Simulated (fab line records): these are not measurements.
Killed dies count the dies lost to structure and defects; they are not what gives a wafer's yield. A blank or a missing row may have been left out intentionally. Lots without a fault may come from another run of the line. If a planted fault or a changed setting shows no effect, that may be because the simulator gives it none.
Matching of chambers :: flow n5Finfet :: N5_BEOL_M7_CMP_52 on cmp-04 has 4 sister chambers
The step polishes, stops on SiCOH lowk, t overpolish 6.9 s, target thk 80 nm. 22 wafers are shown with their chamber, then 11 later ones without.

## WAFERS WITH THEIR CHAMBER
wafer: L079.1
chamber: 3
motorCurrentA (A): 6.0
timeToEndpointS (s): 60
barrierFieldEndpointS (s): 28.5

wafer: L079.2
chamber: 1
motorCurrentA (A): 6.3
timeToEndpointS (s): 63
barrierFieldEndpointS (s): 29.7

wafer: L079.3
chamber: 0
motorCurrentA (A): 6.6
timeToEndpointS (s): 59
barrierFieldEndpointS (s): 28.9

wafer: L083.1
chamber: 2
motorCurrentA (A): 5.5
timeToEndpointS (s): 63
barrierFieldEndpointS (s): 28.7

wafer: L083.2
chamber: 3
motorCurrentA (A): 5.9
timeToEndpointS (s): 63
barrierFieldEndpointS (s): 29.9

wafer: L083.5
chamber: 3
motorCurrentA (A): 6.0
timeToEndpointS (s): 60
barrierFieldEndpointS (s): 28.6

wafer: L084.1
chamber: 3
motorCurrentA (A): 6.2
timeToEndpointS (s): 58
barrierFieldEndpointS (s): 28.5

wafer: L084.3
chamber: 0
motorCurrentA (A): 6.5
timeToEndpointS (s): 54
barrierFieldEndpointS (s): 27.1

wafer: L084.4
chamber: 1
motorCurrentA (A): 6.6
timeToEndpointS (s): 63
barrierFieldEndpointS (s): 29.0

wafer: L085.1
chamber: 0
motorCurrentA (A): 6.0
timeToEndpointS (s): 57
barrierFieldEndpointS (s): 27.1

wafer: L085.2
chamber: 1
motorCurrentA (A): 6.7
timeToEndpointS (s): 65
barrierFieldEndpointS (s): 28.9

wafer: L085.6
chamber: 3
motorCurrentA (A): 6.4
timeToEndpointS (s): 60
barrierFieldEndpointS (s): 28.1

wafer: L086.1
chamber: 3
motorCurrentA (A): 5.7
timeToEndpointS (s): 61
barrierFieldEndpointS (s): 28.2

wafer: L086.3
chamber: 2
motorCurrentA (A): 5.5
timeToEndpointS (s): 63
barrierFieldEndpointS (s): 28.9

wafer: L086.5
chamber: 2
motorCurrentA (A): 5.5
timeToEndpointS (s): 64
barrierFieldEndpointS (s): 28.9

wafer: L088.3
chamber: 3
motorCurrentA (A): 6.4
timeToEndpointS (s): 59
barrierFieldEndpointS (s): 28.0

wafer: L088.5
chamber: 3
motorCurrentA (A): 6.2
timeToEndpointS (s): 58
barrierFieldEndpointS (s): 28.3

wafer: L088.6
chamber: 2
motorCurrentA (A): 5.7
timeToEndpointS (s): 62
barrierFieldEndpointS (s): 29.2

wafer: L090.2
chamber: 3
motorCurrentA (A): 6.1
timeToEndpointS (s): 61
barrierFieldEndpointS (s): 29.1

wafer: L090.4
chamber: 0
motorCurrentA (A): 6.2
timeToEndpointS (s): 56
barrierFieldEndpointS (s): 29.4

wafer: L090.6
chamber: 3
motorCurrentA (A): 6.0
timeToEndpointS (s): 58
barrierFieldEndpointS (s): 29.3

wafer: L092.1
chamber: 1
motorCurrentA (A): 6.7
timeToEndpointS (s): 62
barrierFieldEndpointS (s): 29.3

SIGNATURES (averages over the wafers above)
reading: motorCurrentA
chamber 0: 6.325
chamber 1: 6.575
chamber 2: 5.550
chamber 3: 6.090
scatter within a chamber: 0.21

reading: timeToEndpointS
chamber 0: 56.50
chamber 1: 63.25
chamber 2: 63.00
chamber 3: 59.80
scatter within a chamber: 1.55

reading: barrierFieldEndpointS
chamber 0: 28.125
chamber 1: 29.225
chamber 2: 28.925
chamber 3: 28.650
scatter within a chamber: 0.672
Rule: for each reading, subtract the chamber's mean from the wafer's reading, divide by that reading's scatter and square the result; add these up over the readings and take the root, which gives the wafer's distance from the chamber. The wafer belongs to the nearest chamber; if the next one is less than 2 further off, it can't be placed. The scatter is the square root of a quotient: the sum, over the shown wafers, of each reading's squared deviation from its chamber's mean, divided by wafers minus chambers.

## WAFERS WITHOUT THEIR CHAMBER
wafer: L092.2
motorCurrentA (A): 6.0
timeToEndpointS (s): 58
barrierFieldEndpointS (s): 28.9

wafer: L092.3
motorCurrentA (A): 5.6
timeToEndpointS (s): 66
barrierFieldEndpointS (s): 30.0

wafer: L094.2
motorCurrentA (A): 6.4
timeToEndpointS (s): 66
barrierFieldEndpointS (s): 30.6

wafer: L094.3
motorCurrentA (A): 6.3
timeToEndpointS (s): 69
barrierFieldEndpointS (s): 31.0

wafer: L094.5
motorCurrentA (A): 6.3
timeToEndpointS (s): 64
barrierFieldEndpointS (s): 30.3

wafer: L095.1
motorCurrentA (A): 5.4
timeToEndpointS (s): 68
barrierFieldEndpointS (s): 29.8

wafer: L095.3
motorCurrentA (A): 6.6
timeToEndpointS (s): 66
barrierFieldEndpointS (s): 30.7

wafer: L095.6
motorCurrentA (A): 6.1
timeToEndpointS (s): 61
barrierFieldEndpointS (s): 30.2

wafer: L096.2
motorCurrentA (A): 6.0
timeToEndpointS (s): 59
barrierFieldEndpointS (s): 27.4

wafer: L096.3
motorCurrentA (A): 6.7
timeToEndpointS (s): 66
barrierFieldEndpointS (s): 30.7

wafer: L096.6
motorCurrentA (A): 5.7
timeToEndpointS (s): 65
barrierFieldEndpointS (s): 30.7

## EACH ONE'S CHAMBER
wafer: L092.2
from the rows above: can't be placed: 3 or 0
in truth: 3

wafer: L092.3
from the rows above: 2
in truth: 2

wafer: L094.2
from the rows above: 1
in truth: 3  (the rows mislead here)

wafer: L094.3
from the rows above: can't be placed: 1 or 2
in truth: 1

wafer: L094.5
from the rows above: can't be placed: 1 or 3
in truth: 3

wafer: L095.1
from the rows above: 2
in truth: 2

wafer: L095.3
from the rows above: 1
in truth: 1

wafer: L095.6
from the rows above: can't be placed: 3 or 1 or 2 or 0
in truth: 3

wafer: L096.2
from the rows above: can't be placed: 3 or 0
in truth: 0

wafer: L096.3
from the rows above: 1
in truth: 1

wafer: L096.6
from the rows above: can't be placed: 2 or 1 or 3
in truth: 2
4 of 11 placed correctly. Can't be placed from these rows: 6 (the true chamber is among the candidates in 6). 1 placed wrongly.
